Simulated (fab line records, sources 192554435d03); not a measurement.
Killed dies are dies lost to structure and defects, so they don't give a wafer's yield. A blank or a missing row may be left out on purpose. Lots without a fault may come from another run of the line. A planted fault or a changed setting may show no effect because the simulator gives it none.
Chamber matching | flow n5_finfet | N5_BEOL_M5_PECVD_70 on pecvd-04: 3 sister chambers
The step deposits SiO2 from TEOS/O2, target thk 16 nm, time 18 s. 3 wafers are shown with their chamber, then 10 later ones without.

WAFERS WITH THEIR CHAMBER
wafer  | chamber | throttle_valve_pct (%)
L085.4 | 1       | 21.4
L090.2 | 0       | 24.5
L090.3 | 2       | 22.0

WAFERS WITHOUT THEIR CHAMBER
wafer  | throttle_valve_pct (%)
L090.6 | 25.3
L092.1 | 21.8
L092.2 | 21.7
L092.6 | 24.8
L094.1 | 21.7
L094.2 | 24.7
L094.3 | 21.4
L097.1 | 21.6
L097.2 | 25.3
L097.5 | 21.6

WHICH CHAMBER EACH WENT THROUGH
wafer  | from the rows above     | in truth
L090.6 | 0                       | 0
L092.1 | can't be placed: 2 or 1 | 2
L092.2 | can't be placed: 1 or 2 | 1
L092.6 | 0                       | 0
L094.1 | can't be placed: 1 or 2 | 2
L094.2 | 0                       | 0
L094.3 | can't be placed: 1 or 2 | 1
L097.1 | can't be placed: 1 or 2 | 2
L097.2 | 0                       | 0
L097.5 | can't be placed: 1 or 2 | 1
Placed correctly: 4 of 10. Can't be placed from these rows: 6 (the true chamber is among the candidates in 6). Placed wrongly: 0.
How it was worked out, from the rows above alone: a wafer's distance from a chamber is the root of the sum, over the readings, of the square of ((its reading less the chamber's mean) divided by the reading's scatter). The wafer belongs to the nearest chamber; if the next one is less than 2 further off, it can't be placed. A chamber's mean is the mean of its shown wafers. The scatter: with one shown wafer a chamber, the root of the mean of the squares of how far each hidden wafer lies from its nearest shown one.
